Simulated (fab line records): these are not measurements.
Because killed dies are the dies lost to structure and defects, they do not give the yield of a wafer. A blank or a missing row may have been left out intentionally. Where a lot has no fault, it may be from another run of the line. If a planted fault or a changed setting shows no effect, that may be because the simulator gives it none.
Chamber matching || flow nand harc || ald metal-04 running NHARC_P_CONTACT_ALD_22: 4 sister chambers
The step deposits TiN, target thk 3 nm, pulse time 1 s, ald cycles 150. 16 wafers are shown with their chamber, then 8 later ones without.

== WAFERS WITH THEIR CHAMBER ==
{"wafer": "L075.1", "chamber": 2, "heater power w (W)": 1075, "precursor pulse height rel": 1.017}
{"wafer": "L075.5", "chamber": 0, "heater power w (W)": 1021, "precursor pulse height rel": 1.000}
{"wafer": "L075.6", "chamber": 3, "heater power w (W)": 992, "precursor pulse height rel": 1.021}
{"wafer": "L077.2", "chamber": 0, "heater power w (W)": 1054, "precursor pulse height rel": 1.031}
{"wafer": "L077.3", "chamber": 2, "heater power w (W)": 1114, "precursor pulse height rel": 0.998}
{"wafer": "L077.5", "chamber": 2, "heater power w (W)": 1110, "precursor pulse height rel": 0.976}
{"wafer": "L083.3", "chamber": 2, "heater power w (W)": 1099, "precursor pulse height rel": 1.013}
{"wafer": "L083.4", "chamber": 0, "heater power w (W)": 1055, "precursor pulse height rel": 1.035}
{"wafer": "L083.6", "chamber": 0, "heater power w (W)": 1036, "precursor pulse height rel": 0.973}
{"wafer": "L083.1", "chamber": 1, "heater power w (W)": 988, "precursor pulse height rel": 1.021}
{"wafer": "L083.2", "chamber": 3, "heater power w (W)": 984, "precursor pulse height rel": 1.014}
{"wafer": "L083.5", "chamber": 1, "heater power w (W)": 982, "precursor pulse height rel": 1.007}
{"wafer": "L087.3", "chamber": 2, "heater power w (W)": 1138, "precursor pulse height rel": 1.030}
{"wafer": "L087.5", "chamber": 3, "heater power w (W)": 1002, "precursor pulse height rel": 1.029}
{"wafer": "L087.6", "chamber": 0, "heater power w (W)": 1018, "precursor pulse height rel": 0.999}
{"wafer": "L089.1", "chamber": 1, "heater power w (W)": 998, "precursor pulse height rel": 1.031}

SIGNATURES, as means of the wafers listed above
{"reading": "heater power w", "chamber 0": 1036.80, "chamber 1": 989.33, "chamber 2": 1107.20, "chamber 3": 992.67, "scatter within a chamber": 17.4}
{"reading": "precursor pulse height rel", "chamber 0": 1.00760, "chamber 1": 1.01967, "chamber 2": 1.00680, "chamber 3": 1.02133, "scatter within a chamber": 0.0199}
Rule: a wafer lies at a distance from a chamber equal to the root of the sum of squares, over the readings, of (its reading less the chamber's mean, divided by the reading's scatter). If the next closest chamber is less than 2 further off than the closest, the wafer can't be placed; otherwise it belongs to the closest. The scatter is the square root of a quotient: the sum, over the shown wafers, of each reading's squared deviation from its chamber's mean, divided by wafers minus chambers.

== WAFERS WHOSE CHAMBER IS MISSING ==
{"wafer": "L089.2", "heater power w (W)": 1109, "precursor pulse height rel": 1.007}
{"wafer": "L089.5", "heater power w (W)": 990, "precursor pulse height rel": 1.008}
{"wafer": "L092.1", "heater power w (W)": 998, "precursor pulse height rel": 1.006}
{"wafer": "L092.2", "heater power w (W)": 1037, "precursor pulse height rel": 0.991}
{"wafer": "L092.4", "heater power w (W)": 996, "precursor pulse height rel": 1.027}
{"wafer": "L093.1", "heater power w (W)": 1007, "precursor pulse height rel": 0.993}
{"wafer": "L093.3", "heater power w (W)": 997, "precursor pulse height rel": 1.030}
{"wafer": "L093.4", "heater power w (W)": 1123, "precursor pulse height rel": 0.999}

== THE CHAMBER EACH PASSED THROUGH ==
{"wafer": "L089.2", "from the rows above": 2, "in truth": 2}
{"wafer": "L089.5", "from the rows above": "can't be placed: 1 or 3", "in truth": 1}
{"wafer": "L092.1", "from the rows above": "can't be placed: 3 or 1 or 0", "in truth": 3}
{"wafer": "L092.2", "from the rows above": 0, "in truth": 0}
{"wafer": "L092.4", "from the rows above": "can't be placed: 3 or 1", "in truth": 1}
{"wafer": "L093.1", "from the rows above": "can't be placed: 3 or 1 or 0", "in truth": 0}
{"wafer": "L093.3", "from the rows above": "can't be placed: 3 or 1", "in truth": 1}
{"wafer": "L093.4", "from the rows above": 2, "in truth": 2}
3 of 8 placed correctly. Can't be placed from these rows: 5 (the true chamber is among the candidates in 5). Number placed wrongly: 0.
